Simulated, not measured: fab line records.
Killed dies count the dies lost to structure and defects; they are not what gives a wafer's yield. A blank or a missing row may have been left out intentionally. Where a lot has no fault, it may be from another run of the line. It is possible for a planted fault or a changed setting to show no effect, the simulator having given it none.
fab line records	flow n5_finfet
[record] lots = 9	wafers = 27	last_day = 18
route steps=1938 shown BEOL_M4@1096 PASSIVATION@1936
lots untouched by any fault: they come from a run of this same line in which no faults occurred
start_h: hours from the record's first day to the start of the lot's first wafer shown	wait_h: time in hours since the lot's previous step	" the same as in the row above	L1.1+2: one row covering several wafers at once	- no value, or no start given	* or withheld: withheld	< > ~ a bound
route shown NAME@n: NAME is a module with steps in the file, n the number in the route of the first one	usual: mean/standard deviation of fault-free wafers	same: alike in all rows	chamber/n: place in a boat	sites: per-site readings	_std_site: standard deviation of those values	_edge_site: inner sites' mean taken away from outer sites' mean	radius_mm: how far each site lies from the wafer's centre	mask NAME#n: copy n	behind: tool/chamber where the wafer was last shaped	hold: cause of the lot's hold/its duration in hours/its outcome	device: names the non-switching transistor (n, p or np)	end of line: tests of these same wafers at the route's end	a step given without rows: its recipe and nothing more	killed: not the wafer's yield, but the dies lost to structure and defects at the first sort	map: per-die view of a wafer (x killed, . not killed, _ where there is no die)
set.NAME: the setting that was run; set.NAME@STEP: the one run at that earlier step	model.NAME: the simulator's own value behind a step, which no gauge read
a sample of lots followed through the steps of the route, with each step as a table and each wafer as a row
services: a tool's chamber out of use, with start hour (start_h, from the record's first day; less than 0 if before it), hours out, and reason
[[steps]]
[step N5_BEOL_M4_SPUTTER_92]
[recipe] material = Cu	target_thk_a = 45	temp_c = -20	chamber_pressure_pa = 0.07	power_w = withheld	time_s = 8.29
[usual] chamber_pressure_pa = 0.07/0.00013	throttle_valve_pct = 30.4/1.3
lot.wafer	tool	chamber	start_h	wait_h	chamber_pressure_pa	throttle_valve_pct
L467.2	pvd_sputter-02	-	175.11	0.1	0.07011	30.5
L467.5	"	-	"	"	0.07014	28.9
L467.6	"	-	"	"	0.06997	29.9
L472.1	pvd_sputter-03	-	201.60	0.1	0.07028	31.3
L472.2	"	-	"	"	0.07006	31.7
L472.3	"	-	"	"	0.06997	31.1
L477.4	pvd_sputter-01	-	229.66	0.1	0.07012	28.6
L477.5	"	-	"	"	0.06982	28.3
L477.6	"	-	"	"	0.06993	27.3
L478.2	pvd_sputter-03	-	234.35	0.1	0.06982	31.6
L478.4	"	-	"	"	0.06994	31.5
L478.6	"	-	"	"	0.07002	31.2
L480.1	pvd_sputter-02	-	242.06	0.1	0.07013	30.2
L480.2	"	-	"	"	0.07003	30.9
L480.3	"	-	"	"	0.07013	30.7
L485.1	pvd_sputter-03	-	277.61	0.1	0.07007	30.9
L485.4	"	-	"	"	0.07009	31.4
L485.6	"	-	"	"	0.07012	31.3
L484.2	pvd_sputter-03	-	288.10	0.1	0.06991	31.6
L484.4	"	-	"	"	0.06987	30.9
L484.6	"	-	"	"	0.07003	31.4
L488.2	pvd_sputter-01	-	302.54	0.1	0.0701	30.5
L488.3	"	-	"	"	0.07005	28.9
L488.5	"	-	"	"	0.06988	28.7
L489.2	pvd_sputter-01	-	311.67	0.1	0.07003	29.0
L489.4	"	-	"	"	0.06996	28.7
L489.5	"	-	"	"	0.07018	28.9
[step N5_BEOL_M4_SPUTTER_96]
[recipe] material = Cu	target_thk_a = 45	temp_c = -20	chamber_pressure_pa = 0.07	power_w = withheld	time_s = 8.29
[usual] chamber_pressure_pa = 0.06998/0.00014	throttle_valve_pct = 30.4/1.3
lot.wafer	tool	chamber	start_h	wait_h	chamber_pressure_pa	throttle_valve_pct
L467.2	pvd_sputter-02	-	175.55	0.1	0.07006	30.9
L467.5	"	-	"	"	0.06981	28.9
L467.6	"	-	"	"	0.07006	30.2
L472.1	pvd_sputter-03	-	202.04	0.1	0.06979	31.0
L472.2	"	-	"	"	0.07026	31.5
L472.3	"	-	"	"	0.06998	31.5
L477.4	pvd_sputter-01	-	230.10	0.1	0.06987	28.5
L477.5	"	-	"	"	0.06996	28.6
L477.6	"	-	"	"	0.06979	27.1
L478.2	pvd_sputter-03	-	234.79	0.1	0.07005	31.8
L478.4	"	-	"	"	0.0701	31.2
L478.6	"	-	"	"	0.06995	31.2
L480.1	pvd_sputter-02	-	242.50	0.1	0.0698	30.1
L480.2	"	-	"	"	0.0699	30.8
L480.3	"	-	"	"	0.06997	30.6
L485.1	pvd_sputter-03	-	278.05	0.1	0.06987	31.2
L485.4	"	-	"	"	0.07003	31.6
L485.6	"	-	"	"	0.06989	31.5
L484.2	pvd_sputter-03	-	288.54	0.1	0.07004	31.9
L484.4	"	-	"	"	0.06999	31.0
L484.6	"	-	"	"	0.07006	31.6
L488.2	pvd_sputter-01	-	302.98	0.1	0.06996	30.6
L488.3	"	-	"	"	0.07009	29.0
L488.5	"	-	"	"	0.07014	28.2
L489.2	pvd_sputter-01	-	312.11	0.1	0.06996	29.0
L489.4	"	-	"	"	0.06978	28.6
L489.5	"	-	"	"	0.06989	29.1
[step N5_BEOL_M4_CMP_52]
[recipe] stop_on = SiOC	t_overpolish_s = 6.8	down_force_psi = 1	platen_rpm = 50	clearing_platen_down_force_psi = 1.5	clearing_platen_rpm = 50	post_cmp_clean = cu_alkaline	target_thk_nm = 40	clearing_platen_pad_velocity_m_s = 0.99484	pad_velocity_m_s = 0.99484
[usual] barrier_field_endpoint_s = 24.5/0.86	motor_current_A = 6.1/0.55	overpolish_run_s = 6.800/0.0084	platen_rpm = 50.00/0.033	time_to_endpoint_s = 60/4.4
lot.wafer	tool	chamber	start_h	wait_h	barrier_field_endpoint_s	motor_current_A	overpolish_run_s	platen_rpm	time_to_endpoint_s
L467.2	cmp-01	1	176.37	0.2	23.7	5.3	6.791	49.97	54
L467.6	"	0	"	"	24.8	6.9	6.780	50.03	67
L467.5	"	1	"	"	23.3	5.5	6.791	49.97	53
L472.3	cmp-04	0	202.53	0.2	24.7	6.5	6.811	49.99	65
L472.1	"	1	"	"	25.2	5.8	6.789	49.99	65
L472.2	"	2	"	"	24.9	5.9	6.795	50.00	64
L477.4	cmp-04	2	230.71	0.2	41.2	5.9	0.043	49.97	80
L477.5	"	3	"	"	41.2	5.8	0.046	49.98	80
L477.6	"	0	"	"	41.2	6.4	0.038	50.03	82
L478.4	cmp-04	3	235.29	0.1	41.2	6.3	0.042	50.04	81
L478.2	"	0	"	"	41.2	6.5	0.042	50.00	81
L478.6	"	0	"	"	41.2	6.2	0.037	50.00	81
L480.3	cmp-03	3	243.29	0.3	24.6	5.8	6.783	50.05	61
L480.2	"	0	"	"	24.5	6.0	6.795	50.09	60
L480.1	"	1	"	"	25.2	6.3	6.804	50.01	60
L485.4	cmp-01	2	278.81	0.2	23.7	5.5	6.781	49.92	55
L485.1	"	1	"	"	23.2	5.5	6.812	49.96	56
L485.6	"	2	"	"	23.6	5.6	6.813	49.92	57
L484.2	cmp-01	1	289.71	0.4	23.0	5.4	6.790	50.04	51
L484.4	"	2	"	"	23.8	5.4	6.811	49.96	56
L484.6	"	1	"	"	23.1	5.2	6.799	50.01	51
L488.2	cmp-01	3	303.48	0.2	24.9	6.5	6.803	50.00	64
L488.3	"	0	"	"	25.1	6.6	6.816	50.00	66
L488.5	"	3	"	"	24.9	6.5	6.794	49.99	62
L489.2	cmp-04	2	312.91	0.4	24.6	6.0	6.802	50.03	61
L489.4	"	0	"	"	25.1	6.9	6.793	50.01	62
L489.5	"	3	"	"	22.8	5.8	6.817	50.01	52
[step N5_BEOL_M4_THK_MEAS_53]
[recipe] thk_meas_gauge = xrf	reads = Cu_of_BEOL_M4_ECD_50
[usual] M4_THK = 38.2/2
lot.wafer	tool	chamber	start_h	wait_h	M4_THK[nm]
L467.2	film_metro-01	-	176.63	-	34.8
L467.5	"	-	"	"	35.8
L467.6	"	-	"	"	40.0
L472.1	film_metro-01	-	202.83	-	41.2
L472.2	"	-	"	"	39.1
L472.3	"	-	"	"	42.0
L477.4	film_metro-01	-	230.89	-	147.6
L477.5	"	-	"	"	136.3
L477.6	"	-	"	"	145.1
L478.2	film_metro-01	-	235.58	-	152.0
L478.4	"	-	"	"	139.1
L478.6	"	-	"	"	149.3
L480.1	film_metro-01	-	243.58	-	37.4
L480.2	"	-	"	"	37.6
L480.3	"	-	"	"	38.5
L485.1	film_metro-02	-	279.11	-	35.4
L485.4	"	-	"	"	35.5
L485.6	"	-	"	"	37.4
L484.2	film_metro-01	-	289.97	-	35.2
L484.4	"	-	"	"	36.5
L484.6	"	-	"	"	35.2
L488.2	film_metro-01	-	303.77	-	40.1
L488.3	"	-	"	"	40.2
L488.5	"	-	"	"	38.7
L489.2	film_metro-02	-	313.20	-	39.2
L489.4	"	-	"	"	40.1
L489.5	"	-	"	"	38.9
[step N5_BEOL_M4_CO_CAP_55]
[recipe] material = Co	target_thk_a = 20	temp_c = 200	precursor = CCTBA/H2	pressure_torr = 30	time_s = 102.1
[usual] heater_power_w = 251/14
lot.wafer	tool	chamber	start_h	wait_h	heater_power_w	since_wet_clean_h
L467.2	cvd_co-02	2	176.99	0.0	255	478
L467.5	"	0	"	"	255	-
L467.6	"	2	"	"	254	-
L472.1	cvd_co-02	2	202.91	0.0	265	504
L472.2	"	0	"	"	256	963
L472.3	"	1	"	"	241	66
L477.4	cvd_co-02	1	231.00	0.0	242	-
L477.5	"	2	"	"	260	-
L477.6	"	0	"	"	259	-
L478.2	cvd_co-02	2	235.66	0.0	258	536
L478.4	"	0	"	"	254	-
L478.6	"	1	"	"	244	-
L480.1	cvd_co-02	1	243.66	0.0	236	107
L480.2	"	0	"	"	264	1004
L480.3	"	2	"	"	261	544
L485.1	cvd_co-02	2	279.19	0.0	263	580
L485.4	"	0	"	"	253	-
L485.6	"	1	"	"	245	-
L484.2	cvd_co-02	1	290.04	0.0	251	153
L484.4	"	2	"	"	266	-
L484.6	"	0	"	"	254	-
L488.2	cvd_co-01	1	303.85	0.0	223	1283
L488.3	"	2	"	"	272	386
L488.5	"	0	"	"	215	-
L489.2	cvd_co-02	2	313.28	0.0	256	614
L489.4	"	2	"	"	262	-
L489.5	"	0	"	"	260	-
[step N5_BEOL_M4_INSPECT_59]
[recipe] inspect_instrument = darkfield	mode = post_dep
[usual] raw_defect_count = 75/26
lot.wafer	tool	chamber	start_h	wait_h	raw_defect_count
L467.2	defect_inspect-01	-	177.20	0.0	66
L467.5	"	-	"	"	81
L467.6	"	-	"	"	112
L472.1	defect_inspect-02	-	203.12	0.0	69
L472.2	"	-	"	"	48
L472.3	"	-	"	"	48
L477.4	defect_inspect-02	-	231.18	0.0	4956
L477.5	"	-	"	"	5153
L477.6	"	-	"	"	5016
L478.2	defect_inspect-01	-	235.87	0.0	5088
L478.4	"	-	"	"	4959
L478.6	"	-	"	"	4986
L480.1	defect_inspect-01	-	243.87	0.0	72
L480.2	"	-	"	"	87
L480.3	"	-	"	"	91
L485.1	defect_inspect-02	-	279.42	0.0	84
L485.4	"	-	"	"	117
L485.6	"	-	"	"	139
L484.2	defect_inspect-01	-	290.30	0.0	99
L484.4	"	-	"	"	49
L484.6	"	-	"	"	77
L488.2	defect_inspect-02	-	304.32	0.3	26
L488.3	"	-	"	"	57
L488.5	"	-	"	"	60
L489.2	defect_inspect-02	-	313.49	0.0	53
L489.4	"	-	"	"	62
L489.5	"	-	"	"	54
[step N5_BEOL_M4_RC_MEAS_101]
[usual] DIBL_N = 36.4/2	DIBL_P = 36.1/2.5	IOFF_N = 0.16/0.037	IOFF_P = 0.20/0.038	ION_N = 670/13	ION_P = 459/8.3	SS_N = 71.6/0.69	SS_P = 73.3/0.72	VT_N = 250/3.4	VT_P = -251/3.1
lot.wafer	tool	chamber	start_h	wait_h	DIBL_N[mV/V]	DIBL_P[mV/V]	IOFF_N[nA/um]	IOFF_P[nA/um]	ION_N[uA/um]	ION_P[uA/um]	SS_N[mV/dec]	SS_P[mV/dec]	VT_N[mV]	VT_P[mV]
L467.2	prober-02	0	177.38	0.2	39.1	41.0	0.19	0.25	673	457	72.4	73.9	251	-250
L467.5	"	0	"	"	42.8	44.9	0.27	0.32	691	466	72.8	75.0	246	-248
L467.6	"	0	"	"	39.8	39.7	0.20	0.21	665	449	72.5	73.8	248	-252
L472.1	prober-01	0	203.42	0.3	36.3	35.4	0.17	0.21	660	449	72.2	73.8	251	-250
L472.2	"	0	"	"	33.8	32.8	0.13	0.16	655	454	71.0	72.8	255	-252
L472.3	"	0	"	"	38.1	38.9	0.24	0.27	694	462	71.6	74.5	244	-245
L480.1	prober-01	0	243.89	0.0	36.4	34.2	0.14	0.20	664	454	70.9	73.3	250	-251
L480.2	"	0	"	"	39.1	36.0	0.18	0.22	668	456	71.5	73.7	246	-249
L480.3	"	0	"	"	36.8	34.2	0.14	0.22	670	467	71.6	73.4	252	-248
L485.1	prober-02	0	279.45	0.0	39.0	40.1	0.21	0.25	684	464	72.2	73.8	248	-249
L485.4	"	0	"	"	34.5	34.5	0.12	0.16	657	454	71.0	72.7	255	-255
L485.6	"	0	"	"	33.6	33.7	0.11	0.15	654	450	71.1	72.6	255	-254
L484.2	prober-01	0	290.48	0.2	37.0	39.0	0.17	0.27	674	469	71.6	73.9	252	-246
L484.4	"	0	"	"	35.0	34.6	0.12	0.20	654	461	71.4	72.7	254	-250
L484.6	"	0	"	"	35.4	36.6	0.13	0.22	661	467	71.2	73.8	253	-247
L488.2	prober-01	0	304.50	0.2	36.7	36.9	0.18	0.19	676	455	71.4	74.0	246	-254
L488.3	"	0	"	"	37.6	36.4	0.17	0.18	668	445	71.6	73.9	247	-255
L488.5	"	0	"	"	35.3	34.9	0.13	0.17	651	452	70.8	72.3	251	-256
L489.2	prober-01	0	313.67	0.2	36.2	36.3	0.15	0.22	688	473	71.5	73.5	248	-250
L489.4	"	0	"	"	37.2	37.4	0.18	0.22	674	459	72.4	74.0	249	-252
L489.5	"	0	"	"	38.3	38.5	0.20	0.26	703	484	71.7	73.7	243	-248
[step N5_PASSIVATION_PROBE_49]
[usual] defect_limited_yield = 91.2/1.6	killed_at_M0_to_M3 = 34/11	killed_at_M4_up = 13/5.2	killed_at_contacts = 13/6.3	killed_at_front_end = 40/14	killed_at_other = 3.2/2.4	killed_dies = 104/19	killed_on_rim = 14/4.2	killed_open = 69/14	killed_short = 32/7.5	sort_bin_4_leakage = 0.00/0.04	sort_bin_5_function = 5.3/1.1	sort_bin_6_memory = 3.2/0.73	sort_bin_8_speed = 0.01/0.038	sort_n_pass = 1076/19
[same] gross_dies = 1180	killed_at_back_side = 0
lot.wafer	tool	chamber	start_h	wait_h	defect_limited_yield[%]	killed_at_M0_to_M3	killed_at_M4_up	killed_at_contacts	killed_at_front_end	killed_at_other	killed_dies	killed_on_rim	killed_open	killed_short	sort_bin_4_leakage[%]	sort_bin_5_function[%]	sort_bin_6_memory[%]	sort_bin_8_speed[%]	sort_n_pass
L467.2	prober-02	-	277.20	0.1	90.6	10	7	19	72	3	111	15	77	31	0	5.4	3.6	0	1069
L467.5	prober-02	-	277.35	0.2	92.0	23	10	11	48	2	94	11	64	26	0.34	3.6	3.6	0	1082
L467.6	prober-02	-	277.40	0.3	90.5	24	16	12	59	1	112	11	74	37	0	6.2	3.1	0	1068
L472.1	prober-01	-	314.94	0.0	90.4	41	11	12	37	12	113	15	70	32	0	5.8	3.1	0.08	1066
L472.2	prober-01	-	314.99	0.1	93.4	27	13	13	22	3	78	11	50	25	0	3.8	2.5	0	1102
L472.3	prober-01	-	315.04	0.1	91.3	40	13	17	28	5	103	12	65	36	0	5.3	3.1	0	1077
L478.2	prober-02	-	335.71	0.1	0	29	1088	6	53	4	1180	152	80	35	0	5.6	3.6	0	0
L478.4	prober-02	-	335.81	0.2	0	33	1083	22	37	5	1180	152	76	35	0	6.5	2.4	0	0
L478.6	prober-02	-	335.91	0.3	0	26	1091	12	47	4	1180	152	78	27	0	5.6	3.6	0	0
L480.1	prober-02	-	347.40	0.0	89.4	39	13	5	64	4	125	12	90	32	0	6.7	3.6	0	1055
L480.2	prober-02	-	347.45	0.1	86.9	49	5	7	88	5	154	26	99	53	0	7.8	5.1	0	1026
L480.3	prober-02	-	347.50	0.1	89.2	62	12	3	44	6	127	13	80	42	0	6.1	4.0	0	1053
L477.4	prober-02	-	358.62	0.2	0	28	1111	7	33	1	1180	152	36	42	0	4.4	2.1	0	0
L477.5	prober-02	-	358.67	0.2	0	27	1087	23	40	3	1180	152	77	30	0	5.2	3.6	0	0
L477.6	prober-02	-	358.72	0.3	0	22	1107	21	30	0	1180	152	56	26	0	4.5	2.2	0	0
L485.1	prober-02	-	387.37	0.0	91.8	33	8	13	41	2	97	9	69	24	0	4.7	3.1	0.17	1083
L485.4	prober-02	-	387.52	0.2	91.5	38	7	11	39	5	100	10	56	39	0	5.0	3.0	0	1080
L485.6	prober-02	-	387.62	0.3	91.4	50	10	6	34	1	101	13	70	28	0	5.8	2.6	0	1079
L484.2	prober-01	-	393.39	0.1	88.3	47	13	27	48	3	138	18	90	44	0	6.4	4.6	0	1042
L484.4	prober-01	-	393.49	0.2	92.8	21	12	18	31	3	85	13	49	27	0	4.7	1.8	0	1095
L484.6	prober-01	-	393.59	0.3	94.2	20	10	17	21	1	69	6	50	18	0	3.1	2.5	0	1111
L489.2	prober-01	-	421.60	0.1	87.5	52	8	5	80	2	147	13	99	46	0	8.4	3.6	0	1033
L489.4	prober-01	-	421.70	0.2	90.8	49	13	13	32	1	108	17	70	37	0	5.6	3.2	0	1072
L489.5	prober-01	-	421.75	0.2	91.5	26	10	9	50	5	100	11	71	28	0	5.6	2.7	0	1080
L488.2	prober-02	-	421.61	0.1	91.9	25	18	16	34	3	96	16	69	24	0	4.1	3.4	0	1084
L488.3	prober-02	-	421.66	0.1	90.9	26	22	8	51	0	107	17	73	31	0	5.7	3.3	0	1073
L488.5	prober-02	-	421.76	0.2	90.5	32	19	2	59	0	112	15	69	40	0	5.6	3.4	0	1068
// killed by level:class
L467.2 STI_FIN_REVEAL:geometric_particle:open=24 FIN_SAQP:geometric_particle:open=16 MOL_CONTACT_COAG:geometric_particle:open=16 GATE_CUT:geometric_particle:short=9 STI_FIN_REVEAL:geometric_particle:short=5 BEOL_M4:geometric_particle:open=5 FIN_SAQP:geometric_particle:short=3 MOL_CONTACT_COAG:geometric_particle:short=3
L467.5 STI_FIN_REVEAL:geometric_particle:open=17 MOL_CONTACT_COAG:geometric_particle:open=9 DUMMY_GATE:geometric_particle:open=7 GATE_CUT:geometric_particle:short=7 BEOL_M2:geometric_particle:open=6 BEOL_M0_SAQP:geometric_particle:open=6 FIN_SAQP:geometric_particle:open=4 FIN_SAQP:geometric_particle:short=3
L467.6 STI_FIN_REVEAL:geometric_particle:open=17 MOL_CONTACT_COAG:geometric_particle:open=11 FIN_SAQP:geometric_particle:short=10 BEOL_M4:geometric_particle:open=10 GATE_CUT:geometric_particle:short=8 BEOL_M0_SAQP:geometric_particle:open=8 FIN_SAQP:geometric_particle:open=6 BEOL_M0_SAQP:geometric_particle:short=6
L472.1 STI_FIN_REVEAL:geometric_particle:open=10 MOL_CONTACT_COAG:geometric_particle:open=10 BEOL_M0_SAQP:geometric_particle:open=9 BEOL_M3:geometric_particle:open=9 BEOL_M2:geometric_particle:open=8 FIN_SAQP:geometric_particle:open=6 BEOL_M0_SAQP:geometric_particle:short=5 HKMG_FIN:area_etch=5
L472.2 MOL_CONTACT_COAG:geometric_particle:open=10 BEOL_M2:geometric_particle:open=9 FIN_SAQP:geometric_particle:open=7 BEOL_M4:geometric_particle:short=6 BEOL_M0_SAQP:geometric_particle:open=4 DUMMY_GATE:geometric_particle:open=3 GATE_CUT:geometric_particle:open=3 MOL_CONTACT_COAG:geometric_particle:short=3
L472.3 MOL_CONTACT_COAG:geometric_particle:open=14 BEOL_M0_SAQP:geometric_particle:short=13 STI_FIN_REVEAL:geometric_particle:open=8 BEOL_M2:geometric_particle:open=7 BEOL_M0_SAQP:geometric_particle:open=6 BEOL_M3:geometric_particle:open=5 BEOL_M5:geometric_particle:open=5 GATE_CUT:geometric_particle:short=4
L478.2 BEOL_M4:area_cmp=1065 STI_FIN_REVEAL:geometric_particle:open=15 FIN_SAQP:geometric_particle:open=11 BEOL_M2:geometric_particle:open=7 BEOL_M4:geometric_particle:open=7 FIN_SAQP:geometric_particle:short=6 MOL_CONTACT_COAG:geometric_particle:open=6 BEOL_M0_SAQP:geometric_particle:short=6
L478.4 BEOL_M4:area_cmp=1068 MOL_CONTACT_COAG:geometric_particle:open=18 BEOL_M0_SAQP:geometric_particle:open=15 BEOL_M4:geometric_particle:open=8 FIN_SAQP:geometric_particle:short=7 STI_FIN_REVEAL:geometric_particle:open=7 BEOL_M0_SAQP:geometric_particle:short=7 FIN_SAQP:geometric_particle:open=4
L478.6 BEOL_M4:area_cmp=1071 STI_FIN_REVEAL:geometric_particle:open=12 BEOL_M4:geometric_particle:open=12 BEOL_M0_SAQP:geometric_particle:open=11 FIN_SAQP:geometric_particle:open=10 DUMMY_GATE:geometric_particle:open=9 MOL_CONTACT_COAG:geometric_particle:open=7 BEOL_M0_SAQP:geometric_particle:short=7
L480.1 FIN_SAQP:geometric_particle:open=22 BEOL_M0_SAQP:geometric_particle:open=14 STI_FIN_REVEAL:geometric_particle:open=11 BEOL_M3:geometric_particle:open=9 GATE_CUT:geometric_particle:short=7 BEOL_M0_SAQP:geometric_particle:short=6 MOL_CONTACT_COAG:geometric_particle:open=5 ILD0:geometric_particle:open=5
L480.2 STI_FIN_REVEAL:geometric_particle:open=31 FIN_SAQP:geometric_particle:open=15 FIN_SAQP:geometric_particle:short=14 BEOL_M0_SAQP:geometric_particle:open=13 BEOL_M0_SAQP:geometric_particle:short=13 BEOL_M2:geometric_particle:open=10 STI_FIN_REVEAL:geometric_particle:short=7 BEOL_M1:geometric_particle:open=6
L480.3 BEOL_M0_SAQP:geometric_particle:short=21 BEOL_M0_SAQP:geometric_particle:open=19 FIN_SAQP:geometric_particle:open=10 STI_FIN_REVEAL:geometric_particle:open=10 BEOL_M4:geometric_particle:open=9 BEOL_M2:geometric_particle:open=8 FIN_SAQP:geometric_particle:short=5 BEOL_M1:geometric_particle:open=4
L477.4 BEOL_M4:area_cmp=1099 FIN_SAQP:geometric_particle:short=10 BEOL_M0_SAQP:geometric_particle:short=9 STI_FIN_REVEAL:geometric_particle:open=6 MOL_CONTACT_COAG:geometric_particle:open=5 FIN_SAQP:geometric_particle:open=4 GATE_CUT:geometric_particle:short=4 BEOL_M0_SAQP:geometric_particle:open=4
L477.5 BEOL_M4:area_cmp=1073 MOL_CONTACT_COAG:geometric_particle:open=18 FIN_SAQP:geometric_particle:open=10 BEOL_M4:geometric_particle:open=7 FIN_SAQP:geometric_particle:short=6 STI_FIN_REVEAL:geometric_particle:open=6 BEOL_M0_SAQP:geometric_particle:open=6 BEOL_M0_SAQP:geometric_particle:short=6
L477.6 BEOL_M4:area_cmp=1098 MOL_CONTACT_COAG:geometric_particle:open=19 BEOL_M0_SAQP:geometric_particle:open=10 ILD0:geometric_particle:short=5 BEOL_M0_SAQP:geometric_particle:short=5 STI_FIN_REVEAL:geometric_particle:open=4 DUMMY_GATE:geometric_particle:open=3 ILD0:geometric_particle:open=3
L485.1 BEOL_M0_SAQP:geometric_particle:open=12 MOL_CONTACT_COAG:geometric_particle:open=11 FIN_SAQP:geometric_particle:short=7 STI_FIN_REVEAL:geometric_particle:open=7 BEOL_M1:geometric_particle:open=7 BEOL_M2:geometric_particle:open=6 FIN_SAQP:geometric_particle:open=5 DUMMY_GATE:geometric_particle:open=4
L485.4 BEOL_M0_SAQP:geometric_particle:short=12 MOL_CONTACT_COAG:geometric_particle:open=10 BEOL_M0_SAQP:geometric_particle:open=9 FIN_SAQP:geometric_particle:short=8 DUMMY_GATE:geometric_particle:open=6 GATE_CUT:geometric_particle:short=6 STI_FIN_REVEAL:geometric_particle:open=4 BEOL_M3:geometric_particle:open=4
L485.6 BEOL_M0_SAQP:geometric_particle:open=12 BEOL_M3:geometric_particle:open=11 BEOL_M0_SAQP:geometric_particle:short=10 BEOL_M1:geometric_particle:open=9 STARTING-WAFER:geometric_particle:open=6 FIN_SAQP:geometric_particle:open=5 FIN_SAQP:geometric_particle:short=5 DUMMY_GATE:geometric_particle:open=4
L484.2 MOL_CONTACT_COAG:geometric_particle:open=20 FIN_SAQP:geometric_particle:short=13 BEOL_M3:geometric_particle:open=11 FIN_SAQP:geometric_particle:open=8 STI_FIN_REVEAL:geometric_particle:open=7 MOL_CONTACT_COAG:geometric_particle:short=7 BEOL_M0_SAQP:geometric_particle:short=7 BEOL_M0_SAQP:geometric_particle:open=6
L484.4 MOL_CONTACT_COAG:geometric_particle:open=15 HKMG_FIN:area_etch=6 BEOL_M4:geometric_particle:open=5 DUMMY_GATE:geometric_particle:open=4 BEOL_M2:geometric_particle:short=4 BEOL_M3:geometric_particle:open=4 STI_FIN_REVEAL:geometric_particle:open=3 SDB:geometric_particle:short=3
L484.6 MOL_CONTACT_COAG:geometric_particle:open=13 BEOL_M1:geometric_particle:open=8 STI_FIN_REVEAL:geometric_particle:open=4 MOL_CONTACT_COAG:geometric_particle:short=4 BEOL_M0_SAQP:geometric_particle:open=4 FIN_SAQP:geometric_particle:open=3 GATE_CUT:geometric_particle:short=3 BEOL_M4:geometric_particle:open=3
L489.2 FIN_SAQP:geometric_particle:open=36 BEOL_M0_SAQP:geometric_particle:short=17 BEOL_M0_SAQP:geometric_particle:open=16 STI_FIN_REVEAL:geometric_particle:open=14 FIN_SAQP:geometric_particle:short=13 BEOL_M1:geometric_particle:open=13 GATE_CUT:geometric_particle:short=4 MOL_CONTACT_COAG:geometric_particle:open=4
L488.2 MOL_CONTACT_COAG:geometric_particle:open=14 STI_FIN_REVEAL:geometric_particle:open=12 BEOL_M4:geometric_particle:open=7 BEOL_M0_SAQP:geometric_particle:short=6 FIN_SAQP:geometric_particle:open=5 BEOL_M0_SAQP:geometric_particle:open=5 GATE_CUT:geometric_particle:open=4 BEOL_M0:geometric_particle:open=4
L488.3 FIN_SAQP:geometric_particle:open=23 BEOL_M4:geometric_particle:open=9 STI_FIN_REVEAL:geometric_particle:open=6 MOL_CONTACT_COAG:geometric_particle:open=6 BEOL_M0_SAQP:geometric_particle:short=5 BEOL_M0_SAQP:geometric_particle:open=5 BEOL_M1:geometric_particle:open=4 BEOL_M4:geometric_particle:short=4
L489.4 BEOL_M0_SAQP:geometric_particle:open=13 BEOL_M0_SAQP:geometric_particle:short=12 FIN_SAQP:geometric_particle:open=10 MOL_CONTACT_COAG:geometric_particle:open=10 BEOL_M1:geometric_particle:open=7 BEOL_M4:geometric_particle:open=6 FIN_SAQP:geometric_particle:short=5 BEOL_M0:geometric_particle:open=5
L489.5 FIN_SAQP:geometric_particle:short=13 FIN_SAQP:geometric_particle:open=12 STI_FIN_REVEAL:geometric_particle:open=10 BEOL_M0_SAQP:geometric_particle:open=8 MOL_CONTACT_COAG:geometric_particle:open=8 BEOL_M4:geometric_particle:open=5 BEOL_M0_SAQP:geometric_particle:short=4 BEOL_M0:geometric_particle:open=4
L488.5 FIN_SAQP:geometric_particle:open=15 STI_FIN_REVEAL:geometric_particle:open=14 FIN_SAQP:geometric_particle:short=11 BEOL_M0_SAQP:geometric_particle:open=9 BEOL_M4:geometric_particle:open=9 BEOL_M0_SAQP:geometric_particle:short=4 GATE_CUT:geometric_particle:open=4 GATE_CUT:geometric_particle:short=4
[[services]]
tool	chamber	start_h	hours	kind
cmp-01	-	183.00	2.6	repair
cmp-04	-	189.72	1.3	repair
cmp-03	-	192.55	7.1	pm
cmp-04	-	206.44	1.8	repair
cmp-03	-	209.25	4.0	pm
cmp-03	-	213.25	-	consumable_replace:conditioner
cmp-03	-	213.25	-	consumable_replace:pad
cvd_co-01	-	225.40	8.7	repair
cmp-03	-	230.23	0.5	repair
cmp-04	-	243.09	7.8	pm
cvd_co-01	1	243.35	14.7	repair
cvd_co-01	2	245.00	16.6	repair
cmp-01	-	249.27	0.4	repair
cmp-04	-	254.72	11.9	pm
cvd_co-02	-	261.34	3.8	pm
cmp-01	-	267.77	4.0	pm
cmp-01	-	271.77	-	consumable_replace:conditioner
cmp-01	-	271.77	-	consumable_replace:pad
cmp-03	-	273.50	26.7	repair
cvd_co-01	-	276.75	1.3	repair
cmp-04	-	301.98	4.0	pm
cmp-03	-	302.15	15.6	pm
cmp-04	-	305.98	-	consumable_replace:conditioner
cmp-04	-	305.98	-	consumable_replace:pad
[[key]]
[first_sign] step = N5_BEOL_M4_CMP_52	reading = overpolish_run_s	direction = down	sigmas = 99+	usual = 6.800	struck = 0.041
[effect] step = N5_BEOL_M4_CMP_52	reading = barrier_field_endpoint_s	direction = up	sigmas = 19	usual = 24.5	struck = 41.2
[effect] step = N5_BEOL_M4_THK_MEAS_53	reading = M4_THK	direction = up	sigmas = 52	usual = 38.2	struck = 144.9
[effect] step = N5_BEOL_M4_INSPECT_59	reading = raw_defect_count	direction = up	sigmas = 99+	usual = 75	struck = 5026
[effect] step = N5_PASSIVATION_PROBE_49	reading = killed_at_M4_up	direction = up	sigmas = 99+	usual = 13	struck = 1094
[more_kills_born_at] N5_BEOL_M4_CMP_52@cmp-04 = 6474
met_at N5_BEOL_M4_CMP_52
struck_lots L477,L478
later_rows_left_out L477.4,L477.5,L477.6,L478.2,L478.4,L478.6
not_acting_at N5_BEOL_M4_SPUTTER_92,N5_BEOL_M4_SPUTTER_96,N5_BEOL_M4_CO_CAP_55
onset_between 202.53 230.71
[fault] kind = process_parameter_drift	tool = cmp-04	chamber = -	onset_h = 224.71	steps = N5_BEOL_M4_CMP_52	channel = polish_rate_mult	offset = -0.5	shape = step	end_h = 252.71
// later_rows_left_out: the simulator's readings of these wafers behind a module that went badly wrong aren't trusted and aren't shown, but for the sort
